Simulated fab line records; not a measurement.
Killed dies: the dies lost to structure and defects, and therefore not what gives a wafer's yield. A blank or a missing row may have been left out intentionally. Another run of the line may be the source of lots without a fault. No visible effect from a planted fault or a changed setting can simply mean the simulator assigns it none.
Lot-split experiment :: flow n5Finfet :: 21 wafers read across 7 lots, on a route 1938 steps long

== THE SPLIT ITSELF ==
At N5_FIN_SAQP_EXPOSE_13 (exposes mask FIN CORE, target cd 35.6 nm), the setting doseMj was moved away from the recipe's 63.25 on 7 of the 21 wafers read, by -6.0% to +2.5%. This setting was run at the recipe's value on the other wafers.

== FROM THE SPLIT TO THE READING: what the file shows between them, 2 steps ==
- N5_FIN_SAQP_PEB_14: peb time 60 s
- N5_FIN_SAQP_DEVELOP_15: develop time 30 s

== THE READING ==
cdNm, in nm, at N5_FIN_SAQP_CD_MEAS_16 (target cd 35.6 nm). Typical for fault-free wafers on this fab line: 35.57 nm, with standard deviation 0.28 nm.

wafer: L078.1
tool, chamber at the split: arfiScanner-02, 0
doseMj as run: 63.25
against the recipe: recipe
cdNm, nm: 35.16
against lot-mates on the recipe: -

wafer: L078.2
tool, chamber at the split: arfiScanner-02, 0
doseMj as run: 63.25
against the recipe: recipe
cdNm, nm: 35.83
against lot-mates on the recipe: -

wafer: L078.6
tool, chamber at the split: arfiScanner-02, 0
doseMj as run: 63.25
against the recipe: recipe
cdNm, nm: 35.90
against lot-mates on the recipe: -

wafer: L079.3
tool, chamber at the split: arfiScanner-03, 0
doseMj as run: 63.25
against the recipe: recipe
cdNm, nm: 35.60
against lot-mates on the recipe: -

wafer: L079.4
tool, chamber at the split: arfiScanner-03, 0
doseMj as run: 61.8
against the recipe: -2.3%
cdNm, nm: 36.28
against lot-mates on the recipe: +0.74

wafer: L079.5
tool, chamber at the split: arfiScanner-03, 0
doseMj as run: 63.25
against the recipe: recipe
cdNm, nm: 35.48
against lot-mates on the recipe: -

wafer: L087.3
tool, chamber at the split: arfiScanner-01, 0
doseMj as run: 63.25
against the recipe: recipe
cdNm, nm: 35.77
against lot-mates on the recipe: -

wafer: L087.4
tool, chamber at the split: arfiScanner-01, 0
doseMj as run: 63.25
against the recipe: recipe
cdNm, nm: 35.59
against lot-mates on the recipe: -

wafer: L087.6
tool, chamber at the split: arfiScanner-01, 0
doseMj as run: 63.25
against the recipe: recipe
cdNm, nm: 35.38
against lot-mates on the recipe: -

wafer: L088.4
tool, chamber at the split: arfiScanner-01, 0
doseMj as run: 64.83
against the recipe: +2.5%
cdNm, nm: 34.63
against lot-mates on the recipe: -1.00

wafer: L088.5
tool, chamber at the split: arfiScanner-01, 0
doseMj as run: 63.25
against the recipe: recipe
cdNm, nm: 35.60
against lot-mates on the recipe: -

wafer: L088.6
tool, chamber at the split: arfiScanner-01, 0
doseMj as run: 63.25
against the recipe: recipe
cdNm, nm: 35.66
against lot-mates on the recipe: -

wafer: L091.1
tool, chamber at the split: arfiScanner-02, 0
doseMj as run: 59.43
against the recipe: -6.0%
cdNm, nm: 36.93
against lot-mates on the recipe: +1.13

wafer: L091.3
tool, chamber at the split: arfiScanner-02, 0
doseMj as run: 63.25
against the recipe: recipe
cdNm, nm: 35.93
against lot-mates on the recipe: -

wafer: L091.4
tool, chamber at the split: arfiScanner-02, 0
doseMj as run: 63.25
against the recipe: recipe
cdNm, nm: 35.67
against lot-mates on the recipe: -

wafer: L093.1
tool, chamber at the split: arfiScanner-02, 0
doseMj as run: 63.25
against the recipe: recipe
cdNm, nm: 35.37
against lot-mates on the recipe: -

wafer: L093.3
tool, chamber at the split: arfiScanner-02, 0
doseMj as run: 64.8
against the recipe: +2.5%
cdNm, nm: 34.90
against lot-mates on the recipe: -0.47

wafer: L093.4
tool, chamber at the split: arfiScanner-02, 0
doseMj as run: 64.8
against the recipe: +2.5%
cdNm, nm: 35.24
against lot-mates on the recipe: -0.13

wafer: L097.2
tool, chamber at the split: arfiScanner-02, 0
doseMj as run: 59.91
against the recipe: -5.3%
cdNm, nm: 37.00
against lot-mates on the recipe: +1.77

wafer: L097.4
tool, chamber at the split: arfiScanner-02, 0
doseMj as run: 59.91
against the recipe: -5.3%
cdNm, nm: 36.60
against lot-mates on the recipe: +1.37

wafer: L097.5
tool, chamber at the split: arfiScanner-02, 0
doseMj as run: 63.25
against the recipe: recipe
cdNm, nm: 35.23
against lot-mates on the recipe: -

THE FIT
A straight line over all 21 wafers: cdNm changes by -0.239 nm for each +1% of doseMj; r = -0.93; the points scatter about the line by 0.23 nm.
The same after taking each lot's own level away (the mean of its wafers on the recipe; 21 wafers): -0.249 nm for each +1%; r = -0.92; scatter 0.25 nm.
The reading moves by 1.5 nm for the largest change in doseMj, on that fit.
Measured against the standard deviation above, the lots' own levels, which go from 35.230 to 35.800 nm, span 2.0 times it.
Hence the lot-to-lot level has little effect on the slope; both slopes agree.
Check: +1.72 nm against its lot-mates is what the line predicts for one of the wafers moved furthest among these (-6.0%) when that wafer is left out of the fit. It came out at +1.13 nm against them.

== OTHER SPLITS ON THESE WAFERS ==
Before the reading, these wafers also passed through other splits. Each is held against what the fit with the lots' levels taken away leaves over:
other split on the same wafers: N5_WELL_APT_PEB_06 pebTimeS
wafers away from the commonest value: 7
r with cdNm (lot level and that fit taken away): -0.34

other split on the same wafers: N5_WELL_APT_DEVELOP_07 developTimeS
wafers away from the commonest value: 3
r with cdNm (lot level and that fit taken away): +0.03

other split on the same wafers: N5_WELL_APT_COAT_19 spinRpm
wafers away from the commonest value: 7
r with cdNm (lot level and that fit taken away): +0.09

other split on the same wafers: N5_WELL_APT_PEB_23 pebTimeS
wafers away from the commonest value: 10
r with cdNm (lot level and that fit taken away): +0.09

other split on the same wafers: N5_FIN_SAQP_HM_DEP_72 timeS
wafers away from the commonest value: 11
r with cdNm (lot level and that fit taken away): +0.22

== FILE'S OWN FIT ==
cdNm changes by -0.245 nm for each +1% of doseMj, r = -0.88.
